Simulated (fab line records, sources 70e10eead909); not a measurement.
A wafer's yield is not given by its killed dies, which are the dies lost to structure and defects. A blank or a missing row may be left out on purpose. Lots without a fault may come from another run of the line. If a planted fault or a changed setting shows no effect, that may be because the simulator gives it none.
Which tool did it? -- flow nand harc -- Sampling: 24 lots, 72 wafers, 3 of 1302 route steps

WHAT THE GAUGES READ, wafer by wafer
NHARC_P_M2_OVL_MEAS_10: pitch 340 nm. Usual: overlay x nm 0.0 nm, standard deviation 0.81; overlay y nm 0.1 nm, standard deviation 0.9.
lot,measured,on,overlay x nm (nm),overlay y nm (nm),flag
L074,day 6 08:35,overlay-01,0.6 0.4 0.8,-0.2 0.2 -0.4,
L075,day 6 21:03,overlay-01,-0.3 -0.2 0.0,-0.9 -0.3 -0.2,
L076,day 7 09:58,overlay-01,-1.1 -1.2 -1.2,0.8 0.8 1.1,
L077,day 7 20:12,overlay-01,0.7 0.3 0.4,0.9 0.8 0.8,
L078,day 7 23:17,overlay-01,-0.4 -0.7 -0.8,-1.8 -1.6 -1.2,
L079,day 8 08:26,overlay-02,-1.8 -1.4 -1.3,0.0 0.5 0.4,
L080,day 9 00:27,overlay-01,0.4 0.2 0.5,0.8 0.5 0.6,
L081,day 9 16:37,overlay-01,0.1 -0.1 0.0,-0.4 -1.0 -1.0,
L082,day 9 17:07,overlay-01,-0.4 0.2 -0.1,0.2 -0.6 -1.1,
L084,day 10 11:50,overlay-01,-0.6 -1.0 -0.7,-0.5 -0.8 -0.2,
L083,day 10 12:27,overlay-01,0.4 1.1 1.0,0.0 -0.1 0.1,
L085,day 10 22:47,overlay-01,0.6 0.8 -0.4,1.4 1.2 1.2,
L086,day 11 09:13,overlay-02,-1.3 -0.9 -1.2,-0.9 -1.5 -1.4,
L088,day 12 06:50,overlay-01,0.1 0.1 0.1,1.8 2.5 2.0,
L087,day 12 08:04,overlay-01,-1.1 -1.2 -1.6,0.9 0.1 0.6,
L089,day 12 14:16,overlay-01,1.4 1.4 1.2,-0.3 0.1 0.3,
L090,day 13 05:12,overlay-01,0.5 0.3 0.3,-1.3 -0.8 -0.8,
L091,day 13 12:47,overlay-02,0.7 0.8 1.1,0.4 0.6 1.2,
L092,day 13 20:02,overlay-01,0.5 0.8 0.2,0.0 0.4 0.3,
L093,day 14 05:13,overlay-01,1.2 0.9 0.3,1.0 0.8 1.4,
L094,day 14 17:31,overlay-01,0.5 0.1 0.5,0.4 -0.1 -0.3,
L095,day 15 08:22,overlay-02,0.2 0.8 0.2,-0.6 -0.7 -0.8,
L096,day 15 14:45,overlay-01,0.4 0.4 -0.4,1.1 1.4 0.9,
L097,day 16 01:59,overlay-02,-1.1 -0.8 -0.9,0.6 0.3 0.7,

NHARC_P_M2_INSPECT_27. Usual: 377 for raw defect count, sd 140.
lot,measured,on,raw defect count,flag
L074,day 6 11:14,defect inspect-02,267 372 480,
L075,day 6 23:47,defect inspect-02,194 272 390,
L076,day 7 12:38,defect inspect-01,495 474 266,
L077,day 8 01:13,defect inspect-02,428 537 541,
L078,day 8 01:56,defect inspect-02,432 828 659,
L079,day 8 11:10,defect inspect-01,266 233 292,
L080,day 9 03:16,defect inspect-02,262 375 214,
L081,day 9 19:19,defect inspect-01,529 403 457,
L082,day 9 19:56,defect inspect-01,214 451 301,
L084,day 10 14:44,defect inspect-02,330 240 323,
L083,day 10 15:07,defect inspect-01,369 284 515,
L085,day 11 01:30,defect inspect-02,338 408 306,
L086,day 11 11:56,defect inspect-01,582 293 597,
L088,day 12 09:35,defect inspect-01,412 344 413,
L087,day 12 10:49,defect inspect-02,199 211 303,
L089,day 12 16:58,defect inspect-01,332 452 441,
L090,day 13 07:52,defect inspect-01,408 336 368,
L091,day 13 15:28,defect inspect-02,236 386 185,
L092,day 13 22:43,defect inspect-01,139 238 216,
L093,day 14 07:59,defect inspect-02,387 634 329,
L094,day 14 20:13,defect inspect-02,371 385 225,
L095,day 15 11:02,defect inspect-02,233 454 315,
L096,day 15 17:26,defect inspect-02,657 651 479,
L097,day 16 04:40,defect inspect-02,383 243 359,

WHAT TOOL EACH LOT RAN ON (gives the tool, then ch and the chambers of the sampled wafers, and finally the start)
lot,NHARC_P_M2_DEGAS_29
L074,"pvd sputter-03, day 6 09:41"
L075,"pvd sputter-03, day 6 22:14"
L076,"pvd sputter-02, day 7 11:06"
L077,"pvd sputter-03, day 7 21:19"
L078,"pvd sputter-03, day 8 00:25"
L079,"pvd sputter-01, day 8 09:37"
L080,"pvd sputter-02, day 9 01:35"
L081,"pvd sputter-02, day 9 17:44"
L082,"pvd sputter-01, day 9 18:23"
L084,"pvd sputter-03, day 10 12:59"
L083,"pvd sputter-02, day 10 13:34"
L085,"pvd sputter-02, day 10 23:57"
L086,"pvd sputter-03, day 11 10:23"
L088,"pvd sputter-03, day 12 08:01"
L087,"pvd sputter-01, day 12 09:15"
L089,"pvd sputter-01, day 12 15:25"
L090,"pvd sputter-01, day 13 06:20"
L091,"pvd sputter-03, day 13 13:54"
L092,"pvd sputter-02, day 13 21:10"
L093,"pvd sputter-01, day 14 06:20"
L094,"pvd sputter-03, day 14 18:41"
L095,"pvd sputter-03, day 15 09:29"
L096,"pvd sputter-01, day 15 15:53"
L097,"pvd sputter-01, day 16 03:06"
- NHARC_P_M2_DEGAS_29: time 60 s.

AS READ BY THE TOOLS THEMSELVES (means over the sampled wafers that have a number; for cases with no such wafer, the mark the record gives instead)
NHARC_P_M2_DEGAS_29. Usual: 334 W for heater power w, sd 32.
lot,tool,heater power w (W),flag
L074,pvd sputter-03,358,
L075,pvd sputter-03,336,
L076,pvd sputter-02,357,
L077,pvd sputter-03,351,
L078,pvd sputter-03,372,
L079,pvd sputter-01,318,
L080,pvd sputter-02,340,
L081,pvd sputter-02,351,
L082,pvd sputter-01,320,
L084,pvd sputter-03,334,
L083,pvd sputter-02,341,
L085,pvd sputter-02,357,
L086,pvd sputter-03,335,
L088,pvd sputter-03,324,
L087,pvd sputter-01,302,
L089,pvd sputter-01,318,
L090,pvd sputter-01,321,
L091,pvd sputter-03,345,
L092,pvd sputter-02,367,
L093,pvd sputter-01,337,
L094,pvd sputter-03,333,
L095,pvd sputter-03,336,
L096,pvd sputter-01,314,
L097,pvd sputter-01,297,

THE ANSWER, worked out from the rows above alone
Rule: a lot counts as off when the mean over its wafers that have a number is more than 3 standard deviations away from the usual mean. A lot without any number at a reading at which 4 lots or more have one is off too. The other lots that the step has rows for count as sound. The gauges are gone through in route order, then the tools' own readings, and for those a lot's mean is taken as printed above. At the first step where some lot is off, the reading lying furthest off is the one used; lots without a number count as furthest.
Nothing can be told from this: no lot is off at any reading shown.

WHAT THE SIMULATOR PUT IN
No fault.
